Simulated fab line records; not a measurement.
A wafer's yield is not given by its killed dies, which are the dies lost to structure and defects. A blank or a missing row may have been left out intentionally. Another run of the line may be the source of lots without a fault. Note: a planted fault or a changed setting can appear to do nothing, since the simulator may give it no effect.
fab line records | flow nandHarc
[record] lots = 13 wafers = 39 lastDay = 33
route steps=1302 shown A_CHANNEL_FILL_D1@509 A_DECK1_JOINT@526
lots with no fault: from the same line, run without faults
startH: hours from the record's first day to the start of the lot's first wafer shown | waitH: hours elapsed since this lot's preceding step | " identical to the entry in the row above | L1.1+2: a row that stands for several wafers | - no value, or no start was given | * or withheld: withheld | < > ~ a bound
route shown NAME@n: names a module that has steps shown in the file, with the first one's number in the route | usual: average and standard deviation across the fault-free wafers | same: alike in all rows | chamber/n: place in a boat | sites: readings site by site | _std_site: standard deviation of those values | _edge_site: inner sites' mean taken away from outer sites' mean | radiusMm: how far each site lies from the wafer's centre | mask NAME#n: copy n | behind: tool/chamber where the wafer was last shaped | hold: why the lot was held/for how many hours/how that ended | device: which transistor (n, p or np) failed to switch | end of line: the tests these same wafers got at the end of their route | a step given without rows: its recipe and nothing more | killed: the dies lost at the first sort to structure and to defects; this is not the yield of the wafer | map: a wafer's dies, marking killed ones x, the rest . and places with no die _
set.NAME: setting as actually run; set.NAME@STEP: the setting as run at that earlier step | model.NAME: the simulator's own value behind a step, which no gauge read
one table for each step of the route and one row for each wafer, over a sample of lots
services: a tool's chamber out of use, with start hour (startH, from the record's first day; less than 0 if before it), hours out, and reason
[[steps]]
[step NHARC_A_CHANNEL_FILL_D1_STRIP_29]
[recipe] timeS = 20 o2FlowSccm = 500 arFlowSccm = 0 biasW = 0 chemistry = O2
[usual] drypumpMotorCurrentA = 5.8/0.51 oesProductAu = 0.999/0.0088 rfVppV = 57.8/0.9 showerheadPlenumPTorr = 3.58/0.15 throttleValvePct = 17.036/0.0099
// columns lot.wafer tool chamber startH waitH drypumpMotorCurrentA oesProductAu rfHoursCounterH rfVppV showerheadPlenumPTorr throttleValvePct
L581.2 rieDiel-07 2 - - 6.6 1.001 4.6 56.9 3.58 17.021
L581.5 " 0 " " 6.0 0.984 - 57.7 3.38 17.017
L581.6 " 1 " " 5.8 1.007 - 57.2 3.37 17.030
L584.1 rieDiel-01 2 - - 5.6 0.995 2.4 57.7 3.69 17.035
L584.2 " 0 " " 5.1 1.005 3.2 57.6 3.54 17.035
L584.5 " 2 " " 5.6 0.996 - 57.5 3.69 17.039
L583.2 rieDiel-04 3 - - 6.0 0.976 2.5 59.3 3.78 17.058
L583.1 " 1 " " 5.0 1.006 4.0 57.1 3.46 17.042
L583.6 " 3 " " 6.1 0.985 - 58.7 3.78 17.035
L582.3 rieDiel-07 1 - - 5.8 1.010 9.5 58.4 3.37 17.036
L582.2 " 3 " " 6.3 1.014 8.8 58.4 3.34 17.034
L582.1 " 0 " " 6.0 0.989 8.7 57.7 3.38 17.049
L588.2 rieDiel-04 0 - - 6.1 0.999 6.2 58.6 3.74 17.036
L588.3 " 1 " " 4.9 1.000 6.9 57.2 3.46 17.017
L588.5 " 2 " " 6.5 0.994 - 58.3 3.52 17.041
L593.3 rieDiel-01 2 - - 5.6 0.986 9.1 59.8 3.68 17.028
L593.1 " 3 " " 6.0 0.997 6.7 57.1 3.57 17.034
L593.5 " 2 " " 5.6 0.994 - 56.7 3.68 17.034
L595.1 rieDiel-04 0 - - 6.1 1.003 1.0 57.6 3.73 17.039
L595.6 " 3 " " 6.1 0.996 - 57.7 3.77 17.033
L595.5 " 0 " " 6.1 1.015 - 57.5 3.73 17.055
L596.4 rieDiel-04 2 - - 6.5 1.002 2.0 57.5 3.52 17.036
L596.1 " 1 " " 4.9 0.995 1.3 58.1 3.45 17.040
L596.5 " 3 " " 6.1 0.988 - 58.6 3.77 17.022
L597.1 rieDiel-04 1 - - 4.9 1.001 1.3 59.8 3.45 17.029
L597.3 " 3 " " 6.1 0.995 2.2 58.1 3.77 17.032
L597.6 " 0 " " 6.1 1.011 - 57.3 3.73 17.028
L598.4 rieDiel-04 2 - - 6.5 1.007 2.6 58.3 3.52 17.028
L598.2 " 3 " " 6.0 0.988 2.9 57.1 3.77 17.047
L598.6 " 1 " " 4.9 0.998 - 59.3 3.45 17.053
L601.4 rieDiel-07 1 - - 5.8 0.993 6.6 57.2 3.36 17.039
L601.1 " 3 " " 6.3 1.000 6.4 57.6 3.34 17.051
L601.5 " 1 " " 5.8 0.989 - 56.5 3.36 17.032
L602.1 rieDiel-01 0 - - 5.1 0.991 3.2 59.3 3.53 17.026
L602.6 " 0 " " 5.1 1.005 - 56.6 3.53 17.021
L602.5 " 1 " " 5.3 0.996 - 58.9 3.78 17.037
L604.1 rieDiel-04 0 - - 6.1 1.000 4.9 57.8 3.73 17.022
L604.3 " 2 " " 6.5 1.000 5.2 56.8 3.52 17.034
L604.6 " 3 " " 6.1 0.982 - 59.2 3.77 17.035
[step NHARC_A_CHANNEL_FILL_D1_CMP_10]
[recipe] targetThkNm = 150
[usual] motorCurrentA = 12.0/1.6 timeToEndpointS = 14.6/2.7
// columns lot.wafer tool chamber startH waitH motorCurrentA timeToEndpointS
L581.2 cmp-03 1 239.66 0.4 11.2 13.9
L581.6 " 1 " " 11.7 14.5
L581.5 " 2 " " 10.0 15.2
L583.1 cmp-01 0 261.08 0.4 14.8 19.1
L583.2 " 2 " " 10.6 20.8
L583.6 " 0 " " 16.0 20.7
L584.2 cmp-03 1 261.11 0.4 12.2 16.4
L584.1 " 2 " " 9.8 16.5
L584.5 " 3 " " 11.9 14.5
L582.1 cmp-02 1 298.86 0.4 12.9 10.8
L582.2 " 2 " " 12.9 13.4
L582.3 " 3 " " 10.5 6.9
L588.3 cmp-01 0 305.66 0.4 16.0 19.3
L588.2 " 2 " " 10.3 18.3
L588.5 " 1 " " 10.8 13.8
L593.3 cmp-01 3 358.59 0.4 11.7 12.9
L593.1 " 1 " " 10.9 13.7
L593.5 " 2 " " 9.6 18.1
L595.1 cmp-02 2 386.91 0.4 12.5 17.5
L595.6 " 3 " " 10.9 13.4
L595.5 " 0 " " 11.5 13.6
L597.1 cmp-03 2 391.60 0.4 10.9 15.2
L597.3 " 1 " " 11.7 13.4
L597.6 " 3 " " 11.1 12.6
L596.4 cmp-01 3 391.63 0.4 11.1 15.0
L596.1 " 0 " " 15.9 16.0
L596.5 " 3 " " 12.5 12.8
L598.2 cmp-03 0 406.10 0.4 13.7 18.1
L598.4 " 1 " " 12.2 14.4
L598.6 " 1 " " 11.3 15.5
L601.4 cmp-02 2 444.69 0.4 12.2 16.9
L601.1 " 0 " " 10.8 13.2
L601.5 " 1 " " 12.0 15.1
L602.1 cmp-03 2 451.82 0.4 10.2 14.5
L602.6 " 0 " " 13.0 13.4
L602.5 " 1 " " 11.2 14.6
L604.3 cmp-02 3 457.84 0.4 11.0 13.6
L604.1 " 1 " " 12.3 15.7
L604.6 " 0 " " 11.1 14.1
[step NHARC_A_DECK1_JOINT_CVD_12]
[recipe] targetThkA = 900 tempC = 620 pressureMtorr = 200 timeS = 1800 material = poly-Si
// columns lot.wafer tool chamber startH waitH
L581.2+5+6 lpcvdPoly-04 0 247.58 2.6
L581.2+5+6 lpcvdPoly-04 0 250.36 0.4
L583.1+2+6 lpcvdPoly-04 0 269.00 2.7
L584.1+2+5 lpcvdPoly-04 0 269.00 2.5
L584.1+2+5 lpcvdPoly-01 0 271.81 0.4
L582.1+2+3 lpcvdPoly-01 0 306.75 2.5
L588.2+3+5 lpcvdPoly-01 0 313.57 2.6
L588.2+3+5 lpcvdPoly-01 0 317.16 1.1
L593.1+3+5 lpcvdPoly-01 0 366.52 2.7
L595.1+5+6 lpcvdPoly-04 0 394.76 2.6
L596.1+4+5 lpcvdPoly-04 0 399.53 2.5
L597.1+3+6 lpcvdPoly-04 0 399.53 2.6
L598.2+4+6 lpcvdPoly-02 0 413.84 2.5
L601.1+4+5 lpcvdPoly-04 0 452.60 2.6
L602.1+5+6 lpcvdPoly-04 0 459.69 2.6
L604.1+3+6 lpcvdPoly-02 0 466.34 2.6
[step NHARC_A_DECK1_JOINT_CMP_13]
[recipe] targetThkNm = 51.023
[usual] motorCurrentA = 12.0/1.7 timeToEndpointS = 9.0/2.4
// columns lot.wafer tool chamber startH waitH motorCurrentA timeToEndpointS
L581.2 cmp-04 3 253.49 0.7 11.2 15.5
L581.6 " 3 " " 11.2 13.3
L581.5 " 0 " " 14.8 19.0
L583.1 cmp-02 2 271.87 0.4 11.9 8.8
L583.2 " 3 " " 11.3 5.2
L583.6 " 1 " " 13.3 6.8
L584.2 cmp-01 3 276.76 2.5 12.2 19.9
L584.1 " 2 " " 10.4 22.1
L584.5 " 0 " " 16.6 21.1
L582.1 cmp-01 1 309.62 0.4 11.2 8.2
L582.2 " 3 " " 10.9 8.4
L582.3 " 0 " " 16.1 9.9
L588.2 cmp-02 1 320.42 0.8 12.5 17.1
L588.3 " 0 " " 10.8 14.1
L588.5 " 1 " " 12.5 15.1
L593.1 cmp-04 1 369.37 0.4 11.4 7.1
L593.3 " 3 " " 11.1 6.1
L593.5 " 1 " " 11.5 5.5
L595.1 cmp-02 3 397.68 0.4 10.7 7.1
L595.6 " 1 " " 13.0 12.8
L595.5 " 2 " " 12.9 12.5
L597.3 cmp-04 0 402.38 0.4 14.8 9.4
L597.1 " 1 " " 11.6 9.6
L597.6 " 1 " " 11.5 9.7
L596.1 cmp-02 3 402.40 0.4 10.6 7.3
L596.4 " 1 " " 12.9 12.6
L596.5 " 3 " " 10.7 7.9
L598.2 cmp-01 0 416.69 0.4 16.1 10.6
L598.4 " 1 " " 11.5 8.4
L598.6 " 1 " " 11.5 5.9
L601.4 cmp-02 2 455.44 0.4 12.4 11.3
L601.1 " 1 " " 12.6 11.2
L601.5 " 2 " " 12.9 11.2
L602.1 cmp-04 2 462.64 0.4 11.1 11.9
L602.6 " 0 " " 13.1 12.3
L602.5 " 1 " " 10.9 11.1
L604.1 cmp-01 1 469.19 0.4 11.1 7.8
L604.3 " 3 " " 11.9 7.3
L604.6 " 2 " " 10.5 12.5
[step NHARC_A_DECK1_JOINT_THK_MEAS_17]
[recipe] thkMeasGauge = ellipsometry
[usual] thkNm = 45.2/1.2
// columns lot.wafer tool chamber startH waitH thkNm
L581.2 filmMetro-02 - 275.53 0.2 44.8
L581.5 " - " " 47.3
L581.6 " - " " 45.5
L583.1 filmMetro-02 - 293.65 0.3 46.5
L583.2 " - " " 46.6
L583.6 " - " " 47.3
L584.1 filmMetro-02 - 293.66 0.2 43.6
L584.2 " - " " 42.5
L584.5 " - " " 44.5
L582.1 filmMetro-02 - 345.00 0.2 46.3
L582.2 " - " " 44.5
L582.3 " - " " 41.2
L588.2 filmMetro-01 - 345.00 0.3 43.5
L588.3 " - " " 44.2
L588.5 " - " " 45.6
L593.1 filmMetro-01 - 392.89 0.2 46.6
L593.3 " - " " 45.3
L593.5 " - " " 46.6
L596.1 filmMetro-01 - 424.02 0.2 46.3
L596.4 " - " " 45.0
L596.5 " - " " 45.9
L597.1 filmMetro-02 - 424.02 0.3 44.3
L597.3 " - " " 44.4
L597.6 " - " " 47.0
L595.1 filmMetro-01 - 424.18 0.2 46.2
L595.5 " - " " 46.6
L595.6 " - " " 45.1
L598.2 filmMetro-02 - 442.28 0.2 45.7
L598.4 " - " " 46.3
L598.6 " - " " 46.4
L601.1 filmMetro-01 - 481.35 0.2 43.4
L601.4 " - " " 45.6
L601.5 " - " " 46.0
L602.1 filmMetro-02 - 483.41 0.2 45.7
L602.5 " - " " 46.7
L602.6 " - " " 46.8
L604.1 filmMetro-01 - 496.94 0.2 44.6
L604.3 " - " " 45.5
L604.6 " - " " 44.2
[[services]]
// columns tool chamber startH hours kind
lpcvdPoly-04 - 210.01 4.1 repair
cmp-02 - 212.91 1.4 repair
cmp-01 - 234.88 0.9 repair
cmp-02 - 236.84 4.0 pm
lpcvdPoly-01 - 238.57 3.0 repair
cmp-03 - 262.55 4.0 pm
cmp-01 - 266.81 0.5 repair
cmp-02 - 267.75 1.7 repair
cmp-02 - 273.36 2.5 repair
cmp-01 - 273.43 3.3 repair
rieDiel-04 - 279.08 1.6 repair
cmp-01 - 279.71 1.9 repair
cmp-01 - 285.68 4.0 pm
rieDiel-04 0 311.30 1.6 repair
rieDiel-04 3 311.64 7.0 repair
cmp-02 - 324.76 1.5 repair
cmp-01 - 328.49 4.3 repair
cmp-01 - 333.04 0.4 repair
cmp-02 - 334.84 4.0 pm
cmp-03 - 350.31 0.5 repair
rieDiel-04 - 354.90 9.0 pm
cmp-02 - 382.43 0.9 repair
cmp-01 - 383.68 4.0 pm
cmp-02 - 432.84 4.0 pm
[[key]]
[firstSign] step = NHARC_A_DECK1_JOINT_CVD_12 reading = visit direction = added
[effect] step = NHARC_A_DECK1_JOINT_CMP_13 reading = timeToEndpointS direction = up sigmas = 3.5 usual = * struck = *
metAt NHARC_A_DECK1_JOINT_CVD_12
struckLots L581,L584,L588
testerLeftOut L581,L584,L588
notActingAt NHARC_A_CHANNEL_FILL_D1_STRIP_29,NHARC_A_CHANNEL_FILL_D1_CMP_10,NHARC_A_DECK1_JOINT_THK_MEAS_17
[fault] kind = repeatedStepWhole tool = lpcvdPoly-01,lpcvdPoly-02,lpcvdPoly-04 chamber = - onsetH = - steps = NHARC_A_DECK1_JOINT_CVD_12 times = 1 scope = struckLotsOnly
// testerLeftOut: of these lots the tester's yield and bins aren't shown, on N5 and GAA mostly nor the transistor test; their killed dies are dies lost to structure and defects alone, not to doping, threshold or leakage, so they don't give the yield
